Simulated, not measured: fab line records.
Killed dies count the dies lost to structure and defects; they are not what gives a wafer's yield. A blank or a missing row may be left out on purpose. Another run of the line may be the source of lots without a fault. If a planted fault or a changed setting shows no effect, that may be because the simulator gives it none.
What tool caused it? -- flow n5Finfet -- Sampling: 9 lots, 27 wafers, 6 of 1938 route steps

WHAT EACH GAUGE READ, for each wafer
N5_STI_FIN_REVEAL_INSPECT_13: inspects for defects (darkfield).
lot,measured,on,rawDefectCount
L799,day 2 21:26,defectInspect-02,13 8 8
L802,day 3 14:37,defectInspect-02,7 8 4
L803,day 3 20:21,defectInspect-01,1 9 6
L805,day 4 07:59,defectInspect-01,6 7 12
L808,day 5 01:58,defectInspect-02,12 5 640
L817,day 7 07:49,defectInspect-01,9 12 13
L819,day 7 19:22,defectInspect-01,5 12 9
L820,day 8 00:48,defectInspect-02,13 12 22
L821,day 8 06:29,defectInspect-02,13 16 13

N5_BEOL_M4_RC_MEAS_101.
lot,measured,on,DIBL_N (mV/V),DIBL_P (mV/V),IOFF_N (nA/um),IOFF_P (nA/um),ION_N (uA/um),ION_P (uA/um),SS_N (mV/dec),SS_P (mV/dec),VT_N (mV),VT_P (mV)
L799,day 8 13:32,prober-01,38.2 37.7 39.7,38.3 36.9 38.2,0.174 0.154 0.195,0.251 0.215 0.248,683 675 675,471 464 465,72.4 72.0 72.0,73.7 73.3 73.9,248.6 250.5 248.5,-245.4 -246.7 -249.7
L802,day 8 21:04,prober-02,37.4 35.2 37.5,38.7 35.6 38.4,0.190 0.150 0.201,0.217 0.176 0.208,691 671 688,466 457 466,71.3 70.5 71.4,72.6 72.5 72.7,247.0 248.2 245.2,-251.9 -253.0 -251.5
L803,day 9 00:44,prober-02,34.6 36.3 37.5,34.4 36.7 37.7,0.129 0.158 0.168,0.152 0.173 0.185,674 669 671,452 454 449,71.2 71.3 72.1,73.3 74.3 74.0,254.6 249.1 251.6,-257.9 -257.4 -253.5
L805,day 9 22:33,prober-01,37.1 35.9 36.6,35.6 34.0 34.4,0.154 0.139 0.144,0.203 0.198 0.193,673 677 665,460 469 468,71.1 70.9 70.8,73.5 72.5 72.9,250.1 249.1 248.3,-250.2 -248.9 -249.8
L808,day 11 04:47,prober-01,34.8 37.6 35.2,33.4 37.7 33.9,0.129 0.172 0.131,0.172 0.227 0.173,665 680 677,459 464 459,71.0 71.2 71.1,72.6 73.9 72.5,253.6 246.5 250.5,-249.8 -248.4 -249.7
L817,day 12 12:07,prober-02,35.1 35.0 34.2,33.6 34.5 33.2,0.140 0.153 0.135,0.178 0.185 0.174,667 680 668,459 460 455,70.2 71.4 70.4,72.8 73.0 72.7,251.3 246.7 249.4,-250.3 -255.1 -253.7
L819,day 13 12:47,prober-01,36.7 34.1 34.5,38.9 35.2 36.2,0.172 0.128 0.141,0.245 0.191 0.199,678 662 671,468 462 461,71.2 70.9 70.6,73.8 72.5 73.5,248.6 250.9 251.8,-249.6 -248.4 -251.2
L820,day 13 20:19,prober-01,36.9 36.1 37.2,37.2 36.4 37.9,0.179 0.162 0.189,0.233 0.231 0.242,680 683 687,468 469 471,71.7 71.4 72.7,73.4 74.0 74.3,249.0 249.9 247.6,-246.6 -250.1 -248.8
L821,day 14 01:29,prober-01,36.2 35.2 37.5,36.6 34.4 37.0,0.155 0.125 0.157,0.221 0.181 0.228,673 660 673,465 451 460,71.6 70.8 71.8,74.1 73.0 74.3,250.7 253.3 250.6,-249.9 -250.6 -249.8

WHAT TOOL EACH LOT RAN ON (gives the tool, then ch and the chambers of the sampled wafers, and finally the start)
lot,N5_FIN_CUT_CUT_ETCH_15,N5_STI_FIN_REVEAL_PRECLEAN_29,N5_STI_FIN_REVEAL_OXIDATION_33,N5_DUMMY_GATE_CMP_04
L799,"rieSi-01 ch 0,2, day 2 11:07","wetBench-05 ch 0,3,7, day 2 18:10","plasmaAsher-01 ch 0,1, day 2 21:09","cmp-04 ch 0,2, day 3 01:22"
L802,"rieSi-04 ch 1,2, day 3 04:40","wetBench-05 ch 4,6,7, day 3 11:13","plasmaAsher-01 ch 0,1, day 3 14:20","cmp-03 ch 0,1, day 3 18:55"
L803,"rieSi-02 ch 0,1,3, day 3 10:37","wetBench-05 ch 1,5,7, day 3 17:10","plasmaAsher-01 ch 0,1, day 3 20:04","cmp-03 ch 0,2,3, day 4 00:21"
L805,"rieSi-04 ch 0,1, day 3 22:46","wetBench-03 ch 0,5,6, day 4 05:05","plasmaAsher-01 ch 0,1, day 4 07:43","cmp-03 ch 0,2,3, day 4 11:59"
L808,"rieSi-04 ch 1,3, day 4 16:02","wetBench-05 ch 0,2,4, day 4 23:06","plasmaAsher-01 ch 0,1, day 5 01:41","cmp-01 ch 1,3, day 5 05:56"
L817,"rieSi-02 ch 2,3, day 6 22:41","wetBench-03 ch 0,1,2, day 7 04:57","plasmaAsher-02 ch 0,1, day 7 07:31","cmp-01 ch 1,2, day 7 11:53"
L819,"rieSi-01 ch 1,2,3, day 7 09:52","wetBench-06 ch 4,5,6, day 7 16:29","plasmaAsher-02 ch 0,1, day 7 19:05","cmp-01 ch 1,2, day 7 23:19"
L820,"rieSi-04 ch 0,1,2, day 7 15:28","wetBench-06 ch 0,3,6, day 7 21:56","plasmaAsher-01 ch 0,1, day 8 00:31","cmp-01 ch 0,2, day 8 06:40"
L821,"rieSi-02 ch 1,2, day 7 21:28","wetBench-05 ch 0,2,7, day 8 03:37","plasmaAsher-01 ch 0,1, day 8 06:13","cmp-01 ch 0,1, day 8 10:32"
- N5_FIN_CUT_CUT_ETCH_15: etches Si in HBr/Cl2/O2, target depth 100 nm, bt time 10 s, time 42.4 s.
- N5_STI_FIN_REVEAL_PRECLEAN_29: cleans in DHF, time 30 s.
- N5_STI_FIN_REVEAL_OXIDATION_33: chemistry O2 PLASMA REMOTE, time 20 s.
- N5_DUMMY_GATE_CMP_04: polishes a-Si.

WHAT THE TOOLS THEMSELVES READ (means of the sampled wafers that have a number; where no wafer has one, the mark that the record gives instead)
N5_FIN_CUT_CUT_ETCH_15.
lot,tool,chamberPressureMTorr (mTorr),drypumpMotorCurrentA (A),mfcCl2Sccm (sccm),oes_o_777_au (a.u.),oesProductAu (a.u.),throttleValvePct (%)
L799,rieSi-01,9.996,5.7,79.81,1.05,1.009,37.02
L802,rieSi-04,9.998,6.0,80.12,1.01,1.008,37.15
L803,rieSi-02,10.001,5.3,79.81,0.96,0.991,37.19
L805,rieSi-04,9.995,5.7,79.78,1.03,1.029,36.97
L808,rieSi-04,10.004,5.8,80.37,1.00,1.012,37.14
L817,rieSi-02,10.004,5.4,79.99,0.98,0.984,37.16
L819,rieSi-01,10.004,5.6,79.91,1.03,1.011,37.09
L820,rieSi-04,10.009,5.8,80.02,1.03,1.018,37.08
L821,rieSi-02,10.003,5.5,80.02,0.99,1.017,37.32

N5_STI_FIN_REVEAL_OXIDATION_33.
lot,tool,chamberPressureMTorr (mTorr),drypumpMotorCurrentA (A),heaterPowerW (W)
L799,plasmaAsher-01,999.9,6.2,156
L802,plasmaAsher-01,1000.4,6.2,155
L803,plasmaAsher-01,1000.2,6.2,157
L805,plasmaAsher-01,999.9,5.8,146
L808,plasmaAsher-01,999.5,5.9,147
L817,plasmaAsher-02,999.6,5.7,167
L819,plasmaAsher-02,1000.1,5.9,164
L820,plasmaAsher-01,999.6,6.2,158
L821,plasmaAsher-01,1000.0,5.8,148

N5_DUMMY_GATE_CMP_04.
lot,tool,motorCurrentA (A),timeToEndpointS (s)
L799,cmp-04,10.1,13.5
L802,cmp-03,10.9,12.7
L803,cmp-03,10.8,16.0
L805,cmp-03,10.8,18.8
L808,cmp-01,9.9,12.2
L817,cmp-01,10.3,13.2
L819,cmp-01,10.3,13.9
L820,cmp-01,11.5,14.1
L821,cmp-01,11.0,16.9

THE ANSWER, worked out from the rows above alone
Rule: the usual values come from the lots themselves. Put in order of their means at a reading, lots are off if they are a third of the lots or fewer, leave a main group of 4 or more, and stand apart from it by a gap of 3 or more times the standard deviation of the main group's means; of several such gaps the widest counts. The tables above print the reading to a certain number of digits; a main group whose means all agree to those digits is not used. A lot without any number at a reading at which 4 lots or more have one is off too. The other lots that the step has rows for count as sound. The gauges are gone through in route order, then the tools' own readings, and for those a lot's mean is taken as printed above. The first step at which some lot is off is used, and at that step the reading that is off furthest; a lot without a number counts as furthest.
Off: L808, at N5_STI_FIN_REVEAL_INSPECT_13 (rawDefectCount). Main group: mean 10, sd 3.3.
If a tool, at a process step before that reading, ran all the lots that are off and no sound lot after the first of them, it fits. Gauges at N5_STI_FIN_REVEAL_INSPECT_13: tried the same way as those tools. Of those tried, none fits.

WHAT HAD BEEN PUT IN BY THE SIMULATOR
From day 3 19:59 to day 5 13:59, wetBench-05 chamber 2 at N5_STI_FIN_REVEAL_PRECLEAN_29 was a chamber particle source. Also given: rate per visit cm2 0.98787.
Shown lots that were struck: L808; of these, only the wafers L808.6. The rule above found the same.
